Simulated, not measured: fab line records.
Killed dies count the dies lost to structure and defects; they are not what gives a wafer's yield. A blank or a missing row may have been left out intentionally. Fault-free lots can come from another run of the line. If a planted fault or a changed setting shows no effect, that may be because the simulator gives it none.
fab line records | flow nand-harc
record lots=13 wafers=37 last-day=33
route steps=1302 shown A_ZERO_WELL@411 A_ONON_D1@444 A_CHANNEL_HOLE_D1@450 END@1302
lots with no fault: from the same line, run without faults
start-h: the number of hours between the record's first day and the start of the first shown wafer of the lot | wait-h: how many hours have passed since the lot's step before this one | " as in the row above | L1.1+2: a row that stands for several wafers | - no value, or no start was given | * or withheld: withheld | < > ~ a bound
route shown NAME@n: names a module that has steps shown in the file, with the first one's number in the route | usual: average and standard deviation across the fault-free wafers | same: alike in all rows | chamber/n: place in a boat | sites: the reading at each site | _std_site: the values' standard deviation | _edge_site: mean of outer sites minus mean of inner sites | radius-mm: for every site, how far away it sits from the centre of the wafer | mask NAME#n: copy n | behind: tool/chamber where the wafer was last shaped | hold: reason for holding the lot/hours on hold/outcome of the hold | device: transistor that didn't switch, given as n, p or np | end of line: at the end of the route, the tests of the same wafers | step lacking rows: just its recipe | killed: not the wafer's yield, but the dies lost to structure and defects at the first sort | map: a wafer's dies, x killed, . not, _ none there
set.NAME: setting as actually run; set.NAME@STEP: the setting as run at that earlier step | model.NAME: the simulator's own value behind a step, which no gauge read
the route's steps for a sample of lots (tables are steps, rows are wafers)
services: when a tool's chamber went out of use (start-h, in hours from the record's first day, below 0 if earlier), for how many hours, and the reason
## steps
# step NHARC_A_ZERO_WELL_RTA_16
# recipe temp-c=1000 time-s=10
# usual lamp-power-pct=31/3 wafer_temp_C_max=1004.9/0.93
# columns lot.wafer tool chamber start-h wait-h lamp-power-pct wafer_temp_C_max
L228.1 rtp-anneal-02 0 140.06 - 28 1006.4
L228.3 " 0 " " 28 1006.5
L228.5 " 0 " " 28 1003.9
L229.1 rtp-anneal-01 0 145.96 - 34 1004.2
L229.4 " 0 " " 34 1004.3
L229.5 " 0 " " 34 1005.1
L230.2 rtp-anneal-02 0 159.69 - 28 1003.9
L230.4 " 0 " " 28 1004.4
L230.6 " 0 " " 28 1004.5
L231.4 rtp-anneal-01 0 168.04 - 34 1003.4
L231.5 " 0 " " 34 1004.5
L231.6 " 0 " " 34 1004.5
L232.1 rtp-anneal-01 0 179.21 - 34 1006.6
L232.3 " 0 " " 34 1005.3
L232.6 " 0 " " 34 1003.9
L234.1 rtp-anneal-01 0 198.65 - 34 1004.5
L234.2 " 0 " " 34 1006.3
L234.3 " 0 " " 34 1004.0
L237.1 rtp-anneal-02 0 242.67 - 28 1004.6
L237.2 " 0 " " 28 1005.9
L237.5 " 0 " " 28 1004.8
L240.1 rtp-anneal-01 0 257.34 - 34 1004.9
L240.3 " 0 " " 34 1005.0
L240.4 " 0 " " 34 1004.4
L241.2 rtp-anneal-02 0 284.39 - 28 1003.6
L246.1 rtp-anneal-01 0 316.82 - 34 1006.0
L246.2 " 0 " " 34 1006.3
L246.3 " 0 " " 34 1004.1
L248.2 rtp-anneal-02 0 341.66 - 28 1006.1
L248.5 " 0 " " 28 1005.1
L248.6 " 0 " " 28 1006.6
L250.1 rtp-anneal-02 0 358.53 - 28 1004.1
L250.3 " 0 " " 28 1003.8
L250.4 " 0 " " 28 1005.3
L251.2 rtp-anneal-02 0 366.61 0.1 28 1004.5
L251.4 " 0 " " 28 1005.8
L251.6 " 0 " " 28 1003.7
# step NHARC_A_ONON_D1_DEP_28
# recipe target-thk-a=10000 n2-flow-sccm=2750 n2o-flow-sccm=2000 nh3-flow-sccm=500 sih4-flow-sccm=210 temp-c=400
# usual n2-flow-sccm=2748/8 n2o-flow-sccm=2000/5.5
# columns lot.wafer tool chamber start-h wait-h n2-flow-sccm n2o-flow-sccm
L228.1 pecvd-onon-02 0 171.43 0.1 2748 1997
L228.3 " 0 " " 2751 1998
L228.5 " 0 " " 2740 1999
L229.1 pecvd-onon-03 0 182.00 0.1 2755 1996
L229.4 " 0 " " 2742 2011
L229.5 " 0 " " 2762 2012
L230.2 pecvd-onon-03 0 192.63 0.1 2754 1994
L230.4 " 0 " " 2752 2005
L230.6 " 0 " " 2758 1999
L231.4 pecvd-onon-02 0 202.95 0.2 2760 2004
L231.5 " 0 " " 2754 2004
L231.6 " 0 " " 2743 2003
L232.1 pecvd-onon-03 0 212.72 0.1 2749 2003
L232.3 " 0 " " 2742 2002
L232.6 " 0 " " 2749 2008
L234.1 pecvd-onon-02 0 231.42 0.1 2749 1994
L234.2 " 0 " " 2747 1989
L234.3 " 0 " " 2749 1999
L237.1 pecvd-onon-03 0 278.49 0.1 2743 1993
L237.2 " 0 " " 2754 1997
L237.5 " 0 " " 2758 1997
L240.1 pecvd-onon-02 0 289.57 0.1 2753 2002
L240.3 " 0 " " 2749 1990
L240.4 " 0 " " 2747 2004
L241.2 pecvd-onon-02 0 316.54 0.1 2741 2000
L246.1 pecvd-onon-03 0 354.77 0.1 2741 1992
L246.2 " 0 " " 2737 1994
L246.3 " 0 " " 2737 1999
L248.2 pecvd-onon-04 0 374.72 0.1 2759 2008
L248.5 " 0 " " 2757 1999
L248.6 " 0 " " 2766 2000
L250.1 pecvd-onon-02 0 393.27 0.1 2750 2004
L250.3 " 0 " " 2746 1998
L250.4 " 0 " " 2758 1993
L251.2 pecvd-onon-02 0 403.40 0.1 2733 1999
L251.4 " 0 " " 2747 2002
L251.6 " 0 " " 2744 1989
# step NHARC_A_ONON_D1_THK_MEAS_30
# recipe thk-meas-gauge=ellipsometry
# usual thk-nm=1005/10
# columns lot.wafer tool chamber start-h wait-h hold thk-nm
L228.1 film-metro-02 - 171.94 - - 1006
L228.3 " - " " - 1006
L228.5 " - " " - 1006
L229.1 film-metro-02 - 182.51 - - 1017
L229.4 " - " " - 1017
L229.5 " - " " - 1018
L230.2 film-metro-01 - 193.09 - - 1007
L230.4 " - " " - 1008
L230.6 " - " " - 1009
L231.4 film-metro-02 - 203.29 - - 985
L231.5 " - " " - 982
L231.6 " - " " - 982
L232.1 film-metro-01 - 213.26 - - 1009
L232.3 " - " " - 1008
L232.6 " - " " - 1009
L234.1 film-metro-01 - 231.93 - - 992
L234.2 " - " " - 992
L234.3 " - " " - 991
L237.1 film-metro-02 - 279.00 - - 997
L237.2 " - " " - 999
L237.5 " - " " - 999
L240.1 film-metro-01 - 290.07 - await-dispo/0.2h/release 988
L240.3 " - " " await-dispo/0.2h/release 987
L240.4 " - " " await-dispo/0.2h/release 574
L240.1 film-metro-01 - 290.25 0.2 - 988
L240.3 " - " " - 986
L240.4 " - " " - 574
L241.2 film-metro-02 - 316.99 - await-dispo/0.2h/release 605
L241.2 film-metro-02 - 317.16 0.2 - 607
L246.1 film-metro-02 - 355.28 - - 1010
L246.2 " - " " - 1009
L246.3 " - " " - 1009
L248.2 film-metro-01 - 375.17 - - 1000
L248.5 " - " " - 999
L248.6 " - " " - 1000
L250.1 film-metro-02 - 393.78 - - 994
L250.3 " - " " - 995
L250.4 " - " " - 995
L251.2 film-metro-02 - 403.85 - - 1025
L251.4 " - " " - 1025
L251.6 " - " " - 1027
# step NHARC_A_CHANNEL_HOLE_D1_DEP_00
# recipe target-thk-a=31000 temp-c=400 material=aC
# usual throttle-valve-pct=35.000/0.01
# columns lot.wafer tool chamber start-h wait-h throttle-valve-pct
L228.1 acl-dep-01 0 172.55 0.1 34.992
L228.3 " 0 " " 35.006
L228.5 " 0 " " 34.995
L229.1 acl-dep-03 0 183.11 0.1 35.005
L229.4 " 0 " " 34.985
L229.5 " 0 " " 35.001
L230.2 acl-dep-02 0 194.00 0.4 35.014
L230.4 " 0 " " 34.989
L230.6 " 0 " " 34.997
L231.4 acl-dep-03 0 207.17 3.3 34.999
L231.5 " 0 " " 34.987
L231.6 " 0 " " 35.005
L232.1 acl-dep-03 0 214.12 0.3 34.997
L232.3 " 0 " " 34.999
L232.6 " 0 " " 35.006
L234.1 acl-dep-01 0 232.56 0.1 35.003
L234.2 " 0 " " 35.002
L234.3 " 0 " " 34.992
L237.1 acl-dep-03 0 279.60 0.1 34.980
L237.2 " 0 " " 35.005
L237.5 " 0 " " 35.004
L240.1 acl-dep-02 0 297.69 1.4 34.993
L240.3 " 0 " " 35.010
L246.1 acl-dep-03 0 355.88 0.1 34.977
L246.2 " 0 " " 35.024
L246.3 " 0 " " 34.992
L248.2 acl-dep-03 0 378.46 2.7 34.985
L248.5 " 0 " " 35.005
L248.6 " 0 " " 35.009
L250.1 acl-dep-01 0 394.41 0.1 34.999
L250.3 " 0 " " 35.001
L250.4 " 0 " " 35.010
L251.2 acl-dep-01 0 404.78 0.4 34.993
L251.4 " 0 " " 35.000
L251.6 " 0 " " 34.999
# step NHARC_A_CHANNEL_HOLE_D1_DEP_01
# recipe target-thk-a=1400 target-thk-nm=140 temp-c=400 pressure-torr=3.5 flow-sccm=200 rf-w=350 material=SiON
# usual heater-power-w=735/68 showerhead-vpp-V=1170/60
# columns lot.wafer tool chamber start-h wait-h heater-power-w showerhead-vpp-V
L228.3 pecvd-02 2 174.49 1.0 783 1129
L228.1 " 0 " " 829 1170
L228.5 " 1 " " 691 1270
L229.1 pecvd-02 0 184.99 1.6 831 1185
L229.5 " 0 " " 837 1189
L229.4 " 1 " " 646 1267
L230.2 pecvd-01 1 195.67 1.3 705 1129
L230.4 " 2 " " 595 1232
L230.6 " 1 " " 719 1148
L231.5 pecvd-03 1 208.22 0.4 686 1196
L231.4 " 2 " " 787 1067
L231.6 " 0 " " 656 1261
L232.1 pecvd-02 0 216.03 1.6 891 1195
L232.3 " 1 " " 697 1265
L232.6 " 1 " " 570 1253
L234.2 pecvd-01 2 234.48 1.3 668 1206
L234.1 " 0 " " 740 1154
L234.3 " 1 " " 820 1140
L237.2 pecvd-01 0 281.54 1.3 739 1122
L237.1 " 2 " " 725 1215
L237.5 " 1 " " 744 1115
L240.3 pecvd-01 0 299.62 1.0 818 1117
L240.1 " 2 " " 685 1212
L246.1 pecvd-01 2 357.79 1.6 720 1211
L246.2 " 0 " " 760 1110
L246.3 " 1 " " 787 1154
L248.2 pecvd-03 2 380.09 1.3 808 1043
L248.5 " 1 " " 601 1214
L248.6 " 2 " " 814 1031
L250.1 pecvd-03 2 396.34 1.6 836 1042
L250.3 " 1 " " 696 1197
L250.4 " 0 " " 707 1274
L251.2 pecvd-01 2 406.44 1.3 689 1204
L251.6 " 1 " " 715 1125
L251.4 " 0 " " 771 1108
# step NHARC_END_SORT_01
# recipe temp-c=25
# usual killed-at-array=63/17 killed-at-other=0.8/1.1 killed-at-periphery=3.5/3 killed-dies=67/17 killed-open=3.1/1.6 killed-short=2.6/1.4
# same gross-dies=677
# columns lot.wafer tool chamber start-h wait-h hold killed-at-array killed-at-other killed-at-periphery killed-dies killed-open killed-short
L229.1 prober-02 0 572.85 2.5 - 74 0 1 75 1 3
L229.4 prober-02 0 575.25 3.4 - 68 0 3 71 3 2
L229.5 prober-02 0 576.05 3.7 - 69 0 6 75 1 4
L228.1 prober-02 0 580.63 2.5 - 70 0 5 75 3 1
L228.3 prober-02 0 582.22 3.1 - 75 1 3 79 4 6
L228.5 prober-02 0 583.80 3.7 - 72 0 2 74 7 4
L231.4 prober-01 0 582.95 3.4 - 85 0 1 86 2 0
L231.5 prober-01 0 583.74 3.7 - 74 0 3 77 3 2
L231.6 prober-01 0 584.54 4.0 - 69 0 3 72 2 4
L230.2 prober-01 0 589.12 2.8 - 79 0 4 83 8 1
L230.4 prober-01 0 590.73 3.4 - 80 4 1 85 2 2
L230.6 prober-01 0 592.34 4.0 - 57 3 0 60 3 3
L232.1 prober-02 0 593.56 2.5 - 106 1 1 108 3 2
L232.3 prober-02 0 595.17 3.1 - 90 0 3 93 5 3
L232.6 prober-02 0 597.59 4.0 - 90 0 3 93 4 3
L234.1 prober-02 0 613.84 2.5 - 39 0 5 44 2 4
L234.2 prober-02 0 614.64 2.8 - 56 0 3 59 3 2
L234.3 prober-02 0 615.45 3.1 - 46 0 3 49 3 3
L237.1 prober-01 0 663.62 2.5 - 61 0 1 62 2 2
L237.2 prober-01 0 664.42 2.8 - 54 2 2 58 3 1
L237.5 prober-01 0 666.83 3.7 - 63 1 2 66 2 5
L240.1 prober-02 0 675.75 2.5 await-dispo/9.2h/release 49 0 3 52 2 2
L240.3 prober-02 0 677.33 3.1 await-dispo/9.2h/release 35 0 7 42 4 3
L240.4 prober-02 0 678.12 3.4 await-dispo/9.2h/release 667 2 8 677 5 2
L241.2 prober-01 0 706.80 2.8 await-dispo/3.0h/release 668 3 6 677 2 4
L246.1 prober-01 0 758.98 2.5 - 61 0 2 63 6 3
L246.2 prober-01 0 759.77 2.8 - 54 0 2 56 4 2
L246.3 prober-01 0 760.57 3.1 - 57 0 1 58 2 4
L250.1 prober-01 0 771.05 2.5 - 59 2 0 61 4 5
L250.3 prober-01 0 772.66 3.1 - 53 1 2 56 2 0
L250.4 prober-01 0 773.47 3.4 - 44 5 4 53 4 2
L248.2 prober-02 0 771.91 2.8 - 61 1 4 66 6 4
L248.5 prober-02 0 774.34 3.7 - 72 0 2 74 1 5
L248.6 prober-02 0 775.15 4.1 - 59 0 5 64 2 3
L251.2 prober-01 0 796.93 2.8 - 47 2 12 61 4 1
L251.4 prober-01 0 798.51 3.4 - 60 0 2 62 3 2
L251.6 prober-01 0 800.10 4.0 - 61 2 2 65 5 0
# killed by level:class
L229.1 A_CHANNEL_HOLE_D1:chamber-film-flake=32 A_SLIT:chamber-film-flake=25 A_CHANNEL_HOLE_D2:chamber-film-flake=5 A_STAIRCASE:chamber-film-flake=3 A_M1:chamber-film-flake=3 A_DECK1_JOINT:chamber-film-flake=2 P_GATE:geometric-particle:short=1 A_SLIT:geometric-particle:short=1
L229.4 A_CHANNEL_HOLE_D1:chamber-film-flake=26 A_SLIT:chamber-film-flake=24 A_CHANNEL_HOLE_D2:chamber-film-flake=6 A_CONTACT:chamber-film-flake=4 A_M1:chamber-film-flake=3 A_STAIRCASE:chamber-film-flake=2 P_M0:geometric-particle:open=1 P_M2:geometric-particle:open=1
L229.5 A_CHANNEL_HOLE_D1:chamber-film-flake=26 A_SLIT:chamber-film-flake=20 A_CHANNEL_HOLE_D2:chamber-film-flake=8 A_STAIRCASE:chamber-film-flake=5 P_M0:chamber-film-flake=3 A_BLC:chamber-film-flake=3 A_ONON_D2:geometric-particle:short=2 A_M1:chamber-film-flake=2
L228.1 A_CHANNEL_HOLE_D1:chamber-film-flake=29 A_CHANNEL_HOLE_D2:chamber-film-flake=25 A_STAIRCASE:chamber-film-flake=9 A_CONTACT:chamber-film-flake=4 P_ZERO_WELL:chamber-film-flake=2 P_M2:chamber-film-flake=2 P_CONTACT:geometric-particle:open=1 A_CHANNEL_HOLE_D1:geometric-particle:open=1
L228.3 A_CHANNEL_HOLE_D2:chamber-film-flake=27 A_CHANNEL_HOLE_D1:chamber-film-flake=25 A_STAIRCASE:chamber-film-flake=7 A_CONTACT:chamber-film-flake=5 A_DECK1_JOINT:geometric-particle:short=2 P_M2:chamber-film-flake=2 A_CHANNEL_FILL_D2:chamber-film-flake=2 A_SOURCE_PLATE:geometric-particle:open=1
L231.4 A_CHANNEL_HOLE_D2:chamber-film-flake=33 A_SLIT:chamber-film-flake=28 A_STAIRCASE:chamber-film-flake=6 A_CONTACT:unspecified=5 A_CHANNEL_HOLE_D1:chamber-film-flake=4 A_CONTACT:chamber-film-flake=3 A_M1:chamber-film-flake=2 A_SOURCE_PLATE:geometric-particle:open=1
L231.5 A_CHANNEL_HOLE_D2:chamber-film-flake=33 A_SLIT:chamber-film-flake=20 A_STAIRCASE:chamber-film-flake=6 A_CONTACT:unspecified=4 A_CONTACT:chamber-film-flake=3 A_CHANNEL_HOLE_D1:chamber-film-flake=2 A_M1:chamber-film-flake=2 P_CONTACT:geometric-particle:open=1
L228.5 A_CHANNEL_HOLE_D2:chamber-film-flake=27 A_CHANNEL_HOLE_D1:chamber-film-flake=25 A_STAIRCASE:chamber-film-flake=7 A_CONTACT:chamber-film-flake=3 P_M0:geometric-particle:open=1 A_ONON_D1:geometric-particle:open=1 A_ONON_D1:geometric-particle:short=1 A_CHANNEL_FILL_D1:geometric-particle:open=1
L231.6 A_CHANNEL_HOLE_D2:chamber-film-flake=32 A_SLIT:chamber-film-flake=21 A_STAIRCASE:chamber-film-flake=5 A_ONON_D1:geometric-particle:short=2 A_WL_FILL:chamber-film-flake=2 P_GATE:geometric-particle:open=1 A_CHANNEL_FILL_D1:geometric-particle:short=1 A_CHANNEL_FILL_D1:geometric-particle:open=1
L230.2 A_CHANNEL_HOLE_D2:chamber-film-flake=32 A_CHANNEL_HOLE_D1:chamber-film-flake=27 A_CONTACT:chamber-film-flake=6 A_STAIRCASE:chamber-film-flake=4 A_ONON_D2:geometric-particle:open=2 A_CHANNEL_FILL_D1:chamber-film-flake=2 P_CONTACT:geometric-particle:open=1 P_M0:geometric-particle:open=1
L230.4 A_CHANNEL_HOLE_D1:chamber-film-flake=35 A_CHANNEL_HOLE_D2:chamber-film-flake=30 A_CONTACT:chamber-film-flake=7 HYBRID_BOND:chamber-film-flake=4 A_M1:chamber-film-flake=3 P_CONTACT:geometric-particle:open=1 A_SOURCE_PLATE:geometric-particle:short=1 A_CHANNEL_FILL_D2:geometric-particle:open=1
L230.6 A_CHANNEL_HOLE_D2:chamber-film-flake=27 A_CHANNEL_HOLE_D1:chamber-film-flake=15 A_STAIRCASE:chamber-film-flake=4 A_ONON_D2:geometric-particle:short=2 A_CONTACT:chamber-film-flake=2 THIN_TSV:chamber-film-flake=2 A_SGD_CUT:geometric-particle:open=1 A_WL_FILL:geometric-particle:open=1
L232.1 A_CHANNEL_HOLE_D1:chamber-film-flake=37 A_CHANNEL_HOLE_D2:chamber-film-flake=34 A_SLIT:chamber-film-flake=27 A_CHANNEL_FILL_D1:geometric-particle:short=2 A_ONON_D1:geometric-particle:open=1 A_WL_FILL:geometric-particle:open=1 A_M0:geometric-particle:open=1 P_GATE:chamber-film-flake=1
L232.3 A_SLIT:chamber-film-flake=31 A_CHANNEL_HOLE_D1:chamber-film-flake=27 A_CHANNEL_HOLE_D2:chamber-film-flake=19 A_CONTACT:chamber-film-flake=6 P_STI:geometric-particle:short=1 P_CONTACT:geometric-particle:open=1 A_ONON_D1:geometric-particle:open=1 A_CHANNEL_FILL_D1:geometric-particle:short=1
L232.6 A_CHANNEL_HOLE_D1:chamber-film-flake=32 A_CHANNEL_HOLE_D2:chamber-film-flake=32 A_SLIT:chamber-film-flake=13 A_CONTACT:chamber-film-flake=5 P_GATE:geometric-particle:open=1 P_M0:geometric-particle:open=1 A_ONON_D1:geometric-particle:open=1 A_CHANNEL_FILL_D2:geometric-particle:open=1
L234.1 A_CHANNEL_HOLE_D2:chamber-film-flake=26 A_CHANNEL_HOLE_D1:chamber-film-flake=4 A_CONTACT:chamber-film-flake=2 P_GATE:geometric-particle:open=1 P_CONTACT:geometric-particle:open=1 P_M0:geometric-particle:short=1 A_CHANNEL_FILL_D1:geometric-particle:short=1 A_CHANNEL_HOLE_D2:geometric-particle:short=1
L234.2 A_CHANNEL_HOLE_D2:chamber-film-flake=34 A_CONTACT:chamber-film-flake=7 A_CHANNEL_HOLE_D1:chamber-film-flake=6 A_DECK1_JOINT:geometric-particle:short=2 A_DECK1_JOINT:chamber-film-flake=2 P_GATE:geometric-particle:open=1 A_CHANNEL_HOLE_D2:geometric-particle:open=1 A_CHANNEL_FILL_D2:geometric-particle:open=1
L234.3 A_CHANNEL_HOLE_D2:chamber-film-flake=26 A_CHANNEL_HOLE_D1:chamber-film-flake=6 A_CONTACT:chamber-film-flake=4 A_DECK1_JOINT:chamber-film-flake=2 P_M0:geometric-particle:short=1 A_ONON_D2:geometric-particle:open=1 A_STAIRCASE:geometric-particle:short=1 A_WL_FILL:geometric-particle:short=1
L237.1 A_SLIT:chamber-film-flake=35 A_STAIRCASE:chamber-film-flake=7 A_CHANNEL_HOLE_D1:chamber-film-flake=4 A_CHANNEL_FILL_D1:chamber-film-flake=3 A_ONON_D2:geometric-particle:short=2 A_WL_FILL:chamber-film-flake=2 A_CONTACT:chamber-film-flake=2 A_ONON_D1:geometric-particle:open=1
L237.2 A_SLIT:chamber-film-flake=30 A_CONTACT:chamber-film-flake=7 A_STAIRCASE:chamber-film-flake=4 A_BLC:chamber-film-flake=4 A_SGD_CUT:chamber-film-flake=3 A_ZERO_WELL:chamber-film-flake=2 A_CHANNEL_FILL_D2:chamber-film-flake=2 P_GATE:geometric-particle:open=1
L237.5 A_SLIT:chamber-film-flake=27 A_CHANNEL_HOLE_D1:chamber-film-flake=9 A_STAIRCASE:chamber-film-flake=7 A_CHANNEL_FILL_D2:chamber-film-flake=3 A_CONTACT:chamber-film-flake=3 A_CHANNEL_FILL_D2:geometric-particle:short=2 A_WL_FILL:geometric-particle:short=2 A_BLC:chamber-film-flake=2
L240.1 A_CHANNEL_HOLE_D2:chamber-film-flake=19 A_CHANNEL_HOLE_D1:chamber-film-flake=10 A_CONTACT:chamber-film-flake=7 A_WL_FILL:chamber-film-flake=3 P_ZERO_WELL:chamber-film-flake=2 A_STAIRCASE:chamber-film-flake=2 A_M1:chamber-film-flake=2 A_DECK1_JOINT:geometric-particle:open=1
L240.3 A_CHANNEL_HOLE_D2:chamber-film-flake=19 P_GATE:chamber-film-flake=3 A_CHANNEL_HOLE_D1:chamber-film-flake=3 A_DECK1_JOINT:geometric-particle:short=2 P_ZERO_WELL:chamber-film-flake=2 A_SLIT:chamber-film-flake=2 A_M1:chamber-film-flake=2 P_CONTACT:geometric-particle:open=1
L240.4 A_ONON_D1:area-dep=617 A_CHANNEL_HOLE_D2:chamber-film-flake=20 A_CHANNEL_HOLE_D1:chamber-film-flake=9 P_GATE:chamber-film-flake=5 A_CONTACT:chamber-film-flake=4 P_ZERO_WELL:chamber-film-flake=3 A_CHANNEL_FILL_D1:chamber-film-flake=3 A_ONON_D1:geometric-particle:open=2
L241.2 A_ONON_D1:area-dep=588 A_SLIT:chamber-film-flake=39 A_CHANNEL_HOLE_D1:chamber-film-flake=27 A_CONTACT:chamber-film-flake=5 P_STI:chamber-film-flake=2 P_BONDPAD:chamber-film-flake=2 A_WL_FILL:chamber-film-flake=2 THIN_TSV:chamber-film-flake=2
L246.1 A_CHANNEL_HOLE_D2:chamber-film-flake=25 A_CHANNEL_HOLE_D1:chamber-film-flake=9 A_STAIRCASE:chamber-film-flake=8 A_SLIT:chamber-film-flake=6 A_CONTACT:chamber-film-flake=2 P_CONTACT:geometric-particle:open=1 A_CHANNEL_FILL_D1:geometric-particle:open=1 A_CHANNEL_FILL_D1:geometric-particle:short=1
L246.2 A_CHANNEL_HOLE_D2:chamber-film-flake=23 A_CHANNEL_HOLE_D1:chamber-film-flake=14 A_CONTACT:chamber-film-flake=4 A_STAIRCASE:chamber-film-flake=3 A_SLIT:chamber-film-flake=3 A_DECK1_JOINT:geometric-particle:open=2 P_M2:geometric-particle:short=1 A_ONON_D1:geometric-particle:open=1
L246.3 A_CHANNEL_HOLE_D2:chamber-film-flake=24 A_CHANNEL_HOLE_D1:chamber-film-flake=9 A_STAIRCASE:chamber-film-flake=8 A_SLIT:chamber-film-flake=7 A_DECK1_JOINT:chamber-film-flake=3 P_M0:geometric-particle:open=1 A_SOURCE_PLATE:geometric-particle:short=1 A_CHANNEL_FILL_D1:geometric-particle:short=1
L250.1 A_CHANNEL_HOLE_D2:chamber-film-flake=22 A_CHANNEL_HOLE_D1:chamber-film-flake=15 A_CONTACT:chamber-film-flake=6 A_SLIT:chamber-film-flake=4 A_CHANNEL_HOLE_D1:geometric-particle:open=2 A_SOURCE_PLATE:geometric-particle:short=1 A_ONON_D1:geometric-particle:short=1 A_ONON_D2:geometric-particle:open=1
L248.2 A_CHANNEL_HOLE_D2:chamber-film-flake=28 A_CHANNEL_HOLE_D1:chamber-film-flake=9 A_CONTACT:chamber-film-flake=8 A_SLIT:chamber-film-flake=5 P_GATE:chamber-film-flake=4 A_ONON_D1:geometric-particle:open=3 A_CHANNEL_FILL_D1:geometric-particle:short=2 A_ONON_D1:geometric-particle:short=1
L250.3 A_CHANNEL_HOLE_D2:chamber-film-flake=22 A_CHANNEL_HOLE_D1:chamber-film-flake=13 A_SLIT:chamber-film-flake=9 A_CONTACT:chamber-film-flake=8 P_CONTACT:geometric-particle:open=1 P_M1:geometric-particle:open=1 A_DECK1_JOINT:chamber-film-flake=1 THIN_TSV:chamber-film-flake=1
L250.4 A_CHANNEL_HOLE_D2:chamber-film-flake=25 A_CHANNEL_HOLE_D1:chamber-film-flake=12 THIN_TSV:chamber-film-flake=5 A_CONTACT:chamber-film-flake=2 P_GATE:geometric-particle:short=1 P_CONTACT:geometric-particle:open=1 P_M0:geometric-particle:short=1 A_DECK1_JOINT:geometric-particle:open=1
L248.5 A_CHANNEL_HOLE_D2:chamber-film-flake=30 A_CHANNEL_HOLE_D1:chamber-film-flake=15 A_CONTACT:chamber-film-flake=11 A_SLIT:chamber-film-flake=5 A_STAIRCASE:chamber-film-flake=3 P_GATE:chamber-film-flake=2 A_DECK1_JOINT:geometric-particle:short=1 A_ONON_D2:geometric-particle:short=1
L248.6 A_CHANNEL_HOLE_D2:chamber-film-flake=31 A_CHANNEL_HOLE_D1:chamber-film-flake=11 A_STAIRCASE:chamber-film-flake=5 A_CONTACT:chamber-film-flake=5 P_GATE:chamber-film-flake=3 A_SGD_CUT:geometric-particle:short=2 A_SLIT:chamber-film-flake=2 P_M0:geometric-particle:open=1
L251.2 A_CHANNEL_HOLE_D2:chamber-film-flake=31 A_SLIT:chamber-film-flake=9 P_M1:chamber-film-flake=7 A_M1:chamber-film-flake=4 P_CONTACT:geometric-particle:open=2 P_STI:chamber-film-flake=2 A_CONTACT:chamber-film-flake=2 P_M2:geometric-particle:open=1
L251.4 A_CHANNEL_HOLE_D2:chamber-film-flake=36 A_SLIT:chamber-film-flake=11 A_CONTACT:chamber-film-flake=5 A_M1:chamber-film-flake=2 A_ONON_D1:geometric-particle:open=1 A_CHANNEL_FILL_D1:geometric-particle:short=1 A_SGD_CUT:geometric-particle:open=1 A_BLC:geometric-particle:open=1
L251.6 A_CHANNEL_HOLE_D2:chamber-film-flake=34 A_SLIT:chamber-film-flake=9 A_CONTACT:chamber-film-flake=9 A_ONON_D1:geometric-particle:open=3 A_M1:chamber-film-flake=2 THIN_TSV:chamber-film-flake=2 P_GATE:geometric-particle:open=1 A_WL_FILL:geometric-particle:open=1
## services
# columns tool chamber start-h hours kind
pecvd-01 - 130.18 13.0 pm
pecvd-onon-04 - 130.28 13.0 pm
pecvd-03 - 185.00 13.0 pm
pecvd-onon-02 - 185.18 13.0 pm
acl-dep-01 - 189.68 13.0 pm
pecvd-onon-04 - 211.70 2.9 repair
pecvd-onon-03 - 218.94 5.7 repair
pecvd-onon-03 - 227.00 13.0 pm
pecvd-02 - 227.10 13.0 pm
acl-dep-02 - 231.93 3.0 repair
pecvd-01 1 241.27 3.2 repair
acl-dep-02 - 241.66 13.0 pm
pecvd-02 0 254.51 4.5 repair
pecvd-03 - 256.79 0.4 repair
pecvd-02 2 262.71 12.6 repair
acl-dep-01 - 275.13 9.7 repair
acl-dep-03 - 297.65 13.0 pm
pecvd-01 - 311.18 13.0 pm
pecvd-02 - 343.00 5.2 repair
pecvd-01 - 364.24 3.4 repair
pecvd-03 - 366.03 13.0 pm
pecvd-onon-02 - 366.18 13.0 pm
rtp-anneal-01 - 372.00 12.0 pm
acl-dep-01 - 374.39 13.0 pm
## key
first-sign step=NHARC_A_ONON_D1_THK_MEAS_30 reading=visit direction=added
effect step=NHARC_A_ONON_D1_THK_MEAS_30 reading=thk-nm direction=down sigmas=40 usual=1005 struck=590
effect step=NHARC_END_SORT_01 reading=killed-dies direction=up sigmas=35 usual=67 struck=677
more-kills-born-at NHARC_A_ONON_D1_DEP_28@pecvd-onon-02=1205
met-at NHARC_A_ONON_D1_DEP_28
struck-lots L240,L241
struck-wafers L240.4,L241.2
later-rows-left-out L240.4,L241.2
tester-left-out L240,L241
not-acting-at NHARC_A_ZERO_WELL_RTA_16,NHARC_A_CHANNEL_HOLE_D1_DEP_00,NHARC_A_CHANNEL_HOLE_D1_DEP_01
onset-between 231.42 289.57
fault kind=process-parameter-drift tool=pecvd-onon-02 chamber=- onset-h=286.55 steps=NHARC_A_ONON_D1_DEP_28 channel=target-thk-a offset=* shape=step end-h=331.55 scope=struck-wafers-only acts-in=* stated=*
# tester-left-out: of these lots the tester's yield and bins aren't shown, on N5 and GAA mostly nor the transistor test; their killed dies are dies lost to structure and defects alone, not to doping, threshold or leakage, so they don't give the yield
# later-rows-left-out: the simulator's readings of these wafers behind a module that went badly wrong aren't trusted and aren't shown, but for the sort
